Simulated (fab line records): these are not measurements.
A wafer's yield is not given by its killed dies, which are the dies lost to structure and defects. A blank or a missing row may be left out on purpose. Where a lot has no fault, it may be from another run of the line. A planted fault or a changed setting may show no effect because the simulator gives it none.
Matching of chambers | flow n5 finfet | 4 sister chambers for N5_BEOL_M11_VIA_ETCH_34 on rie diel-05
The step etches SiCOH lowk in C4F6/O2, target depth 184.5 nm, time 69.2 s. 14 wafers are shown with their chamber, then 6 later ones without.

== EACH WAFER AND ITS CHAMBER ==
wafer  | chamber | drypump motor current A (A) | rf vpp V (V) | oes_f_703_au (a.u.)
L190.3 | 2       | 5.5                         | 652          | 0.76
L190.4 | 0       | 4.7                         | 659          | 0.72
L190.5 | 1       | 5.9                         | 662          | 0.86
L192.1 | 3       | 5.0                         | 652          | 0.83
L192.3 | 2       | 5.5                         | 652          | 0.75
L192.5 | 2       | 5.6                         | 652          | 0.75
L188.2 | 2       | 5.5                         | 653          | 0.75
L188.3 | 3       | 5.0                         | 652          | 0.84
L188.4 | 0       | 4.7                         | 658          | 0.71
L193.3 | 1       | 5.9                         | 662          | 0.85
L193.4 | 3       | 5.0                         | 652          | 0.84
L193.6 | 3       | 4.9                         | 652          | 0.83
L195.2 | 2       | 5.5                         | 652          | 0.75
L195.3 | 3       | 5.0                         | 653          | 0.82

SIGNATURES (means of the wafers above)
reading                 | chamber 0 | chamber 1 | chamber 2 | chamber 3 | scatter within a chamber
drypump motor current A | 4.700     | 5.900     | 5.520     | 4.980     | 0.04
rf vpp V                | 658.50    | 662.00    | 652.20    | 652.20    | 0.458
oes_f_703_au            | 0.7150    | 0.8550    | 0.7520    | 0.8320    | 0.00678
Rule: for each reading, subtract the chamber's mean from the wafer's reading, divide by that reading's scatter and square the result; add these up over the readings and take the root, which gives the wafer's distance from the chamber. The wafer belongs to the nearest chamber; if the next one is less than 2 further off, it can't be placed. The scatter: take each reading less its chamber's mean, square it, sum over the shown wafers, divide by the number of wafers less the number of chambers, and take the root.

== WAFERS WITH NO CHAMBER GIVEN ==
wafer  | drypump motor current A (A) | rf vpp V (V) | oes_f_703_au (a.u.)
L195.5 | 4.9                         | 653          | 0.83
L196.1 | 5.0                         | 654          | 0.82
L196.4 | 4.7                         | 659          | 0.71
L206.1 | 4.7                         | 658          | 1.00
L206.3 | 5.5                         | 652          | 0.74
L206.6 | 5.9                         | 664          | 0.82

== WHICH CHAMBER EACH ONE RAN IN ==
wafer  | from the rows above | in truth
L195.5 | 3                   | 3
L196.1 | 3                   | 3
L196.4 | 0                   | 0
L206.1 | 3                   | 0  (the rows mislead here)
L206.3 | 2                   | 2
L206.6 | 1                   | 1
Placed correctly: 5 of 6. Number that these rows cannot place: 0. Placed wrongly: 1.
